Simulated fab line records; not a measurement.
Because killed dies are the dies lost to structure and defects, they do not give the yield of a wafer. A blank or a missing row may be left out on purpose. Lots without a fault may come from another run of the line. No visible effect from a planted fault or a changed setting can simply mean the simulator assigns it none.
A sampling plan put to the test || flow nand_harc || one line in one fab, 31 faults in these records, each fault weighed on the records of the lots it struck
The line's own looks make up the plan; these are the steps of the route where a gauge or inspection reads the wafer and leaves it unchanged. A look is open to judgement when struck wafers have a number at it and the file gives its usual mean and standard deviation on fault-free wafers. Caught: at a look after the fault's first step, the mean of the struck wafers lies 4 or more of those standard deviations (sigma) from the usual mean. On the tool: here the same test is run on the tool's own readings at the fault's steps. It also counts as caught if the struck wafers ran another recipe or if their record alone is blank.

== THE FAULTS, as the simulator had put them in ==
1. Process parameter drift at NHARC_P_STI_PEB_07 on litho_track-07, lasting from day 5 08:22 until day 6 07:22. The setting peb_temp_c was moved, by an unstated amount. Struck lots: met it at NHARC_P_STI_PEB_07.
2. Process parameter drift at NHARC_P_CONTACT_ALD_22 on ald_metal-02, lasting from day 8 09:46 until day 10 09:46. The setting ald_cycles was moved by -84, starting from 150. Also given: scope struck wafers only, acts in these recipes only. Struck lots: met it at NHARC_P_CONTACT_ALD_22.
3. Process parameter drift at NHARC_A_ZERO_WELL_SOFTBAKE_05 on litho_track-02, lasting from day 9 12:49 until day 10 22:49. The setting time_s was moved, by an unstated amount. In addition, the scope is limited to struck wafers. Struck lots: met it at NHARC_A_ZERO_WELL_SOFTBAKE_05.
4. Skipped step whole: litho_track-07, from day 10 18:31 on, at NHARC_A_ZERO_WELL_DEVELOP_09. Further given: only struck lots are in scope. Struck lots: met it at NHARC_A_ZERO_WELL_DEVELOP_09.
5. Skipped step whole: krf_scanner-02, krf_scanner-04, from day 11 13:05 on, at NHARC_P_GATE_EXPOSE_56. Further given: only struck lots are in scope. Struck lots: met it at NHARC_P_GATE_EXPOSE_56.
6. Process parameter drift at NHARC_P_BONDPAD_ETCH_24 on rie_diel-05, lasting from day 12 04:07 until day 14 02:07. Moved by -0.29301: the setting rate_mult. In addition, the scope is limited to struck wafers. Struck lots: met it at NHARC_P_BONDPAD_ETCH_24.
7. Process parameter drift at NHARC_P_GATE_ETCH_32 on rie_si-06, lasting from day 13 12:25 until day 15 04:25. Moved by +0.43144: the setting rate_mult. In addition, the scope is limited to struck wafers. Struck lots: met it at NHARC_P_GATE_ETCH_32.
8. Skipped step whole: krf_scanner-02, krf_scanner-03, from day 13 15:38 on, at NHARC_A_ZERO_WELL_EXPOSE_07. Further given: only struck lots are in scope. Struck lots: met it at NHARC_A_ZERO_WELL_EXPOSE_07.
9. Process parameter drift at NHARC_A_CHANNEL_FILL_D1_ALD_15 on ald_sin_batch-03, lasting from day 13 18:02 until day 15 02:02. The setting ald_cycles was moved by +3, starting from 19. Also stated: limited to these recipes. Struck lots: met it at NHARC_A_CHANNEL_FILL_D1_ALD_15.
10. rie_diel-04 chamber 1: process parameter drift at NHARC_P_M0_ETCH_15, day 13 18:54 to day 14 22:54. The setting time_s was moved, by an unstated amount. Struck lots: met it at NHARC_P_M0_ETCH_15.
11. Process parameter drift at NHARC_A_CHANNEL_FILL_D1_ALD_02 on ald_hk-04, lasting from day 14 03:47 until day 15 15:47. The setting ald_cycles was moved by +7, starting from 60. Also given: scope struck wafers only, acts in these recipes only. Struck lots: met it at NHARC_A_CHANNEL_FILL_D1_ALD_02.
12. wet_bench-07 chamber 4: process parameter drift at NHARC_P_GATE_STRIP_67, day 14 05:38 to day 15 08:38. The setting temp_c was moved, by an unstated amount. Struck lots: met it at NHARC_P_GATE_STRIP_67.
13. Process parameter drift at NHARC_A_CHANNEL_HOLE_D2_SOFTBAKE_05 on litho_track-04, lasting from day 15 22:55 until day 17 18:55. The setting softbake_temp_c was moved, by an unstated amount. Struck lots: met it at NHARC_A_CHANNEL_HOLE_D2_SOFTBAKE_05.
14. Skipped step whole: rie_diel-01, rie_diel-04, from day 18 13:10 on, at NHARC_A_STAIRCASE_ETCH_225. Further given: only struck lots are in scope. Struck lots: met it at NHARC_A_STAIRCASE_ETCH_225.
15. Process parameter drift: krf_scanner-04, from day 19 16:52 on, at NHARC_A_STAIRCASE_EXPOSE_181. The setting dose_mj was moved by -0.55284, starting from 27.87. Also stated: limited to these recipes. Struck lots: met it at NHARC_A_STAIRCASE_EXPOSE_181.
16. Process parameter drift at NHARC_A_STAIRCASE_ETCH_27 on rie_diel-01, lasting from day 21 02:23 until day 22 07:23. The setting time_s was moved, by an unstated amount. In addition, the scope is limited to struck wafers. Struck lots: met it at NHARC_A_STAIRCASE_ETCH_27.
17. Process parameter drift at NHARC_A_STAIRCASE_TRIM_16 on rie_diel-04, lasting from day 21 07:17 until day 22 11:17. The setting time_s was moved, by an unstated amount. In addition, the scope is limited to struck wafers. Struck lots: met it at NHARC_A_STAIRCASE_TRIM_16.
18. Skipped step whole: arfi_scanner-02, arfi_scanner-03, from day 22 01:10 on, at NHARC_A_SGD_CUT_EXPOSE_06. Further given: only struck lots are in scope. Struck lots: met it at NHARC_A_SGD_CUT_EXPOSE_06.
19. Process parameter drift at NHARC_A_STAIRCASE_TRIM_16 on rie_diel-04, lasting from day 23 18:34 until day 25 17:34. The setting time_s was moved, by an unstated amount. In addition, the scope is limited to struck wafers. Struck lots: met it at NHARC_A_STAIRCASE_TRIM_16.
20. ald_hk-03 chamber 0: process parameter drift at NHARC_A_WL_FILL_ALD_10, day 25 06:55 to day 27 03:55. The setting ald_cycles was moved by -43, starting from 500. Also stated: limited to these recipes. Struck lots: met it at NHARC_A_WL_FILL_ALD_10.
21. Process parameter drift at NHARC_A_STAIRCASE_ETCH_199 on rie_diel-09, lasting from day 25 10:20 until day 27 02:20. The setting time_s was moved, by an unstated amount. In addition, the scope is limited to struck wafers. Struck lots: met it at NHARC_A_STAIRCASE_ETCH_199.
22. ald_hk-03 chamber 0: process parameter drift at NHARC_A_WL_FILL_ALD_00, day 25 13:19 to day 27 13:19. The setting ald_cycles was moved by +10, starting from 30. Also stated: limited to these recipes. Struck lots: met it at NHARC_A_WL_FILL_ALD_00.
23. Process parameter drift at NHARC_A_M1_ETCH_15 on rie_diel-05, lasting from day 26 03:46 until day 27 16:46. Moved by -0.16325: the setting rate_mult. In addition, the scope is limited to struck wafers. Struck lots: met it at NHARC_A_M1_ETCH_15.
24. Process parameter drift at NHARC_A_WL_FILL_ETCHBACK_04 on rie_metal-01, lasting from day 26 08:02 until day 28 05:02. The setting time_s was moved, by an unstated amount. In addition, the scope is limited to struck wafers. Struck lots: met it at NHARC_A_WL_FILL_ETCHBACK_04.
25. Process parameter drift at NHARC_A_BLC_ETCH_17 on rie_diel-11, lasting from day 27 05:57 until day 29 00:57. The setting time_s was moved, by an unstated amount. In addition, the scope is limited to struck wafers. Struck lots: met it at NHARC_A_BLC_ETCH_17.
26. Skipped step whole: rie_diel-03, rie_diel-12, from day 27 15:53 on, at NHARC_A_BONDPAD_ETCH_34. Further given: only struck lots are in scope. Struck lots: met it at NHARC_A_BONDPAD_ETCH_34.
27. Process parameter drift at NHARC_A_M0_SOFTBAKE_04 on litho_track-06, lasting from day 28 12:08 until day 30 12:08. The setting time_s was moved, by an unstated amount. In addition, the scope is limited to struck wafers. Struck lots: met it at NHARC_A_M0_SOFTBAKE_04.
28. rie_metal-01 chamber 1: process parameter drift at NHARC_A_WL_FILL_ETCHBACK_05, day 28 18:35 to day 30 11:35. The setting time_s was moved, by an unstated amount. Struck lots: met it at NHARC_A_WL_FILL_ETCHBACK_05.
29. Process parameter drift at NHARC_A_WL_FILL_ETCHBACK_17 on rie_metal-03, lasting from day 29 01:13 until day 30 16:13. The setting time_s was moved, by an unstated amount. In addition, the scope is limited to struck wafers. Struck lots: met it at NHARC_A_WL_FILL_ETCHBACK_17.
30. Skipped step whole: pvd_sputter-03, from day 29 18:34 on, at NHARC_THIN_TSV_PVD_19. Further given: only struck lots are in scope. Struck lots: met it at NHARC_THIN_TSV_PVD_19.
31. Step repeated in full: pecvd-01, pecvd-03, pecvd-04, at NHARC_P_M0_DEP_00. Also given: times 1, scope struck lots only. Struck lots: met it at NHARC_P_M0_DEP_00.

== WHAT THE PLAN SAW ==
{"fault": 1, "on the tool itself": "plate_temp_C -32 sigma", "first look that catches it": "NHARC_P_STI_CD_MEAS_09", "reading, sigma": "cd_nm -22", "median hours from its first step to that look": 0.1, "hours from the fault's start to the first struck lot there": 11, "judged looks passed uncaught": 0}
{"fault": 2, "on the tool itself": "under 2 sigma", "first look that catches it": "no look after it can be judged", "reading, sigma": "-", "median hours from its first step to that look": "-", "hours from the fault's start to the first struck lot there": "-", "judged looks passed uncaught": 0}
{"fault": 3, "on the tool itself": "heater_power_total_W +4.4 sigma", "first look that catches it": "not the one look that can be judged after it", "reading, sigma": "-", "median hours from its first step to that look": "-", "hours from the fault's start to the first struck lot there": "-", "judged looks passed uncaught": 1}
{"fault": 4, "on the tool itself": "the tool's record is blank for the struck wafers", "first look that catches it": "no look after it can be judged", "reading, sigma": "-", "median hours from its first step to that look": "-", "hours from the fault's start to the first struck lot there": "-", "judged looks passed uncaught": 0}
{"fault": 5, "on the tool itself": "no reading that can be judged", "first look that catches it": "no look after it can be judged", "reading, sigma": "-", "median hours from its first step to that look": "-", "hours from the fault's start to the first struck lot there": "-", "judged looks passed uncaught": 0}
{"fault": 6, "on the tool itself": "oes_product_au -16 sigma", "first look that catches it": "no look after it can be judged", "reading, sigma": "-", "median hours from its first step to that look": "-", "hours from the fault's start to the first struck lot there": "-", "judged looks passed uncaught": 0}
{"fault": 7, "on the tool itself": "oes_product_au +20 sigma", "first look that catches it": "no look after it can be judged", "reading, sigma": "-", "median hours from its first step to that look": "-", "hours from the fault's start to the first struck lot there": "-", "judged looks passed uncaught": 0}
{"fault": 8, "on the tool itself": "no reading that can be judged", "first look that catches it": "no look after it can be judged", "reading, sigma": "-", "median hours from its first step to that look": "-", "hours from the fault's start to the first struck lot there": "-", "judged looks passed uncaught": 0}
{"fault": 9, "on the tool itself": "under 2 sigma", "first look that catches it": "not the one look that can be judged after it", "reading, sigma": "-", "median hours from its first step to that look": "-", "hours from the fault's start to the first struck lot there": "-", "judged looks passed uncaught": 1}
{"fault": 10, "on the tool itself": "run_length_s -18 sigma", "first look that catches it": "no look after it can be judged", "reading, sigma": "-", "median hours from its first step to that look": "-", "hours from the fault's start to the first struck lot there": "-", "judged looks passed uncaught": 0}
{"fault": 11, "on the tool itself": "under 2 sigma", "first look that catches it": "no look after it can be judged", "reading, sigma": "-", "median hours from its first step to that look": "-", "hours from the fault's start to the first struck lot there": "-", "judged looks passed uncaught": 0}
{"fault": 12, "on the tool itself": "temp_c -39 sigma", "first look that catches it": "not the one look that can be judged after it", "reading, sigma": "-", "median hours from its first step to that look": "-", "hours from the fault's start to the first struck lot there": "-", "judged looks passed uncaught": 1}
{"fault": 13, "on the tool itself": "heater_power_total_W -99 or beyond sigma", "first look that catches it": "none of the 2 looks that can be judged after it", "reading, sigma": "-", "median hours from its first step to that look": "-", "hours from the fault's start to the first struck lot there": "-", "judged looks passed uncaught": 2}
{"fault": 14, "on the tool itself": "the tool's record is blank for the struck wafers", "first look that catches it": "no look after it can be judged", "reading, sigma": "-", "median hours from its first step to that look": "-", "hours from the fault's start to the first struck lot there": "-", "judged looks passed uncaught": 0}
{"fault": 15, "on the tool itself": "exposure_dose_mJ_cm2 -20 sigma", "first look that catches it": "no look after it can be judged", "reading, sigma": "-", "median hours from its first step to that look": "-", "hours from the fault's start to the first struck lot there": "-", "judged looks passed uncaught": 0}
{"fault": 16, "on the tool itself": "run_length_s +26 sigma", "first look that catches it": "no look after it can be judged", "reading, sigma": "-", "median hours from its first step to that look": "-", "hours from the fault's start to the first struck lot there": "-", "judged looks passed uncaught": 0}
{"fault": 17, "on the tool itself": "run_length_s -99 or beyond sigma", "first look that catches it": "no look after it can be judged", "reading, sigma": "-", "median hours from its first step to that look": "-", "hours from the fault's start to the first struck lot there": "-", "judged looks passed uncaught": 0}
{"fault": 18, "on the tool itself": "no reading that can be judged", "first look that catches it": "no look after it can be judged", "reading, sigma": "-", "median hours from its first step to that look": "-", "hours from the fault's start to the first struck lot there": "-", "judged looks passed uncaught": 0}
{"fault": 19, "on the tool itself": "run_length_s +99 or beyond sigma", "first look that catches it": "no look after it can be judged", "reading, sigma": "-", "median hours from its first step to that look": "-", "hours from the fault's start to the first struck lot there": "-", "judged looks passed uncaught": 0}
{"fault": 20, "on the tool itself": "only faintly: heater_power_w -2.1 sigma", "first look that catches it": "no look after it can be judged", "reading, sigma": "-", "median hours from its first step to that look": "-", "hours from the fault's start to the first struck lot there": "-", "judged looks passed uncaught": 0}
{"fault": 21, "on the tool itself": "run_length_s -22 sigma", "first look that catches it": "no look after it can be judged", "reading, sigma": "-", "median hours from its first step to that look": "-", "hours from the fault's start to the first struck lot there": "-", "judged looks passed uncaught": 0}
{"fault": 22, "on the tool itself": "only faintly: heater_power_w -2.4 sigma", "first look that catches it": "no look after it can be judged", "reading, sigma": "-", "median hours from its first step to that look": "-", "hours from the fault's start to the first struck lot there": "-", "judged looks passed uncaught": 0}
{"fault": 23, "on the tool itself": "oes_product_au -4.3 sigma", "first look that catches it": "not the one look that can be judged after it", "reading, sigma": "-", "median hours from its first step to that look": "-", "hours from the fault's start to the first struck lot there": "-", "judged looks passed uncaught": 1}
{"fault": 24, "on the tool itself": "run_length_s -75 sigma", "first look that catches it": "no look after it can be judged", "reading, sigma": "-", "median hours from its first step to that look": "-", "hours from the fault's start to the first struck lot there": "-", "judged looks passed uncaught": 0}
{"fault": 25, "on the tool itself": "run_length_s -51 sigma", "first look that catches it": "no look after it can be judged", "reading, sigma": "-", "median hours from its first step to that look": "-", "hours from the fault's start to the first struck lot there": "-", "judged looks passed uncaught": 0}
{"fault": 26, "on the tool itself": "the tool's record is blank for the struck wafers", "first look that catches it": "no look after it can be judged", "reading, sigma": "-", "median hours from its first step to that look": "-", "hours from the fault's start to the first struck lot there": "-", "judged looks passed uncaught": 0}
{"fault": 27, "on the tool itself": "heater_power_total_W +99 or beyond sigma", "first look that catches it": "not the one look that can be judged after it", "reading, sigma": "-", "median hours from its first step to that look": "-", "hours from the fault's start to the first struck lot there": "-", "judged looks passed uncaught": 1}
{"fault": 28, "on the tool itself": "run_length_s +28 sigma", "first look that catches it": "no look after it can be judged", "reading, sigma": "-", "median hours from its first step to that look": "-", "hours from the fault's start to the first struck lot there": "-", "judged looks passed uncaught": 0}
{"fault": 29, "on the tool itself": "run_length_s -19 sigma", "first look that catches it": "no look after it can be judged", "reading, sigma": "-", "median hours from its first step to that look": "-", "hours from the fault's start to the first struck lot there": "-", "judged looks passed uncaught": 0}
{"fault": 30, "on the tool itself": "the tool's record is blank for the struck wafers", "first look that catches it": "no look after it can be judged", "reading, sigma": "-", "median hours from its first step to that look": "-", "hours from the fault's start to the first struck lot there": "-", "judged looks passed uncaught": 0}
{"fault": 31, "on the tool itself": "under 2 sigma", "first look that catches it": "not the one look that can be judged after it", "reading, sigma": "-", "median hours from its first step to that look": "-", "hours from the fault's start to the first struck lot there": "-", "judged looks passed uncaught": 1}
Dash: fault not caught, or number not given in these records.

Caught at a look: 1 of 31. Caught on the tool: 22 of 31. By one or the other: 22 of 31.
Faults 3, 4, 6, 7, 10, 12, 13, 14, 15, 16, 17, 19, 21, 23, 24, 25, 26, 27, 28, 29, 30 were caught on the tool alone.
Caught by neither: faults 2, 5, 8, 9, 11, 18, 20, 22, 31.

== THINNER SAMPLING ==
Were the look that catches a fault to measure just every second or every third lot (counted by lot number), the first struck lot would, at worst, be measured this late:
{"fault": 1, "struck lots at that look, in order of time": "L905, L906", "every lot": "11 h", "every second lot": "18 h", "every third lot": "may miss all 2"}
Hours are from the fault's start to the first struck lot that is measured. The limit of 4 sigma was tested on all struck wafers together, so one lot alone may lie under it. Other struck lots may not be in these records.

== THE LONGEST TIMED WAY FROM STEP TO LOOK ==
Fault 1: median gap of 0.1 hours between NHARC_P_STI_PEB_07 and NHARC_P_STI_CD_MEAS_09. No look between them can be judged.
